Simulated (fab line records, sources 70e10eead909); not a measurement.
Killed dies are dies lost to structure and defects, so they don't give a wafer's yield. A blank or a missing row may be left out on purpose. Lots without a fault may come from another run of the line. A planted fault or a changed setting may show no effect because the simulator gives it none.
A struck lot beside a sound one | flow nand_harc | 21 steps out of a route of 1159
Sound: wafers L470.1, L470.3, L470.4. Struck: wafers L479.3, L479.4, L479.5. The cause comes at the end.
At each step with rows: each side's tool, then ch and its chambers, then its first start. Under that, the readings that differ: sound wafers | struck wafers | difference of the means | sigmas: that difference in standard deviations of wafers without a fault.
alike: readings whose means differ by less than 2 such deviations, and words and numbers that are the same on both sides. not compared: withheld readings, readings that some wafer has no value for, bounds like >300 that may hide the same value, and numbers for which the record gives no deviation and whose values overlap.
The two part at a step that has a row with sigmas, a row that says differs or no value, or rows on one side only. Numbers that don't overlap but have no deviation are shown without sigmas and don't part them. A reading that every wafer of one side lacks parts them only if that side has two wafers or more.

NHARC_P_CONTACT_CVD_23: deposits W, target thk 200 nm, time 557 s.
  sound on cvd_w-02 ch 0,1; struck on cvd_w-01 ch 0,1
  alike: heater_power_w, throttle_valve_pct
NHARC_P_CONTACT_CMP_24: polishes, t overpolish 30 s, target thk 200 nm.
  sound on cmp-01 ch 0,1,3, day 5 17:50; struck on cmp-03 ch 0,1,2, day 8 04:50
  alike: motor_current_A, overpolish_run_s, time_to_endpoint_s
then, 1 step without rows for these wafers: NHARC_P_CONTACT_SRD_26.
NHARC_P_CONTACT_INSPECT_27:
  sound on defect_inspect-02, day 5 18:14; struck on defect_inspect-01, day 8 05:13
  alike: raw_defect_count
then, 7 steps without rows for these wafers: NHARC_P_M0_DEP_00 (deposits SiOC, target thk 150 nm); NHARC_P_M0_DEHYDRATE_01 (time 120 s); NHARC_P_M0_HMDS_02 (time 30 s); NHARC_P_M0_COAT_33 (time 65 s); NHARC_P_M0_COAT_03 (resist thk 90 nm); NHARC_P_M0_SOFTBAKE_04 (time 55 s); NHARC_P_M0_EBR_05.
NHARC_P_M0_EXPOSE_06: exposes mask P M0, target cd 90 nm.
  sound on arfi_scanner-01 ch 0, day 5 18:53; struck on arfi_scanner-01 ch 0, day 8 05:59
  reading              | sound             | struck            | difference | sigmas
  exposure_dose_mJ_cm2 | 81.18 81.20 81.18 | 58.91 58.84 58.78 | -22.34     | -99 or more
  alike: mask
then, 2 steps without rows for these wafers: NHARC_P_M0_PEB_07 (peb time 65 s); NHARC_P_M0_DEVELOP_08 (develop time 35 s).
NHARC_P_M0_CD_MEAS_09: target cd 90 nm.
  sound on cd_sem-03 ch 0, day 5 19:01; struck on cd_sem-01 ch 0, day 8 06:07
  reading    | sound          | struck         | difference | sigmas
  cd_nm (nm) | 90.4 90.7 90.9 | 70.3 70.4 70.1 | -20.4      | -38
NHARC_P_M0_OVL_MEAS_10: pitch 180 nm.
  sound on overlay-02, day 5 19:07; struck on overlay-01, day 8 06:12
  alike: overlay_x_nm, overlay_y_nm
NHARC_P_M0_INSPECT_11:
  sound on defect_inspect-01, day 5 19:08; struck on defect_inspect-02, day 8 06:14
  alike: raw_defect_count
NHARC_P_M0_DESCUM_14: chemistry O2, time 3 s.
  sound on rie_diel-09 ch 0,1,2, day 5 19:13; struck on rie_diel-06 ch 0,2, day 8 06:18
  reading               | sound            | struck            | difference | sigmas
  model.P_M0.cd_nm (nm) | 90.6 91.14 91.27 | 70.97 70.18 70.21 | -20.55     |
  alike: drypump_motor_current_A, oes_product_au, rf_vpp_V, showerhead_plenum_p_Torr, throttle_valve_pct
  not compared: rf_hours_counter_h
NHARC_P_M0_ETCH_34: etches the open film in N2/H2, target depth 40 nm, overetch 12 nm, time 43.94 s.
  sound on rie_diel-09 ch 0,1,2, day 5 19:18; struck on rie_diel-06 ch 0,3, day 8 06:42
  reading               | sound             | struck            | difference | sigmas
  oes_product_au (a.u.) | 0.982 0.989 0.987 | 1.007 1.007 0.992 | +0.016     | +2
  alike: drypump_motor_current_A, rf_fwd_power_W, rf_vpp_V, showerhead_plenum_p_Torr, throttle_valve_pct
  not compared: rf_hours_counter_h
NHARC_P_M0_ETCH_15: etches the open film in C4F8/Ar, target depth 150 nm, overetch 15 nm, time 82.5 s.
  sound on rie_diel-09 ch 0,1,3; struck on rie_diel-06 ch 0,2,3
  reading               | sound             | struck          | difference | sigmas
  model.P_M0.cd_nm (nm) | 90.24 90.77 90.69 | 70.7 70.2 69.62 | -20.4      |
  alike: oes_product_au, rf_fwd_power_W, rf_vpp_V
  not compared: rf_hours_counter_h
NHARC_P_M0_CD_MEAS_16:
  sound on cd_sem-02, day 5 19:30; struck on cd_sem-02, day 8 06:55
  reading    | sound          | struck         | difference | sigmas
  cd_nm (nm) | 90.3 90.7 90.8 | 70.3 70.1 69.8 | -20.5      | -35

WHERE THEY PART
First at NHARC_P_M0_EXPOSE_06; last, within this record, at NHARC_P_M0_CD_MEAS_16.

WHY: what the simulator had put in
Process parameter drift: arfi_scanner-01, from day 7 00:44 on, at NHARC_P_M0_EXPOSE_06. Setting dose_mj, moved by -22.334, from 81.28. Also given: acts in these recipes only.
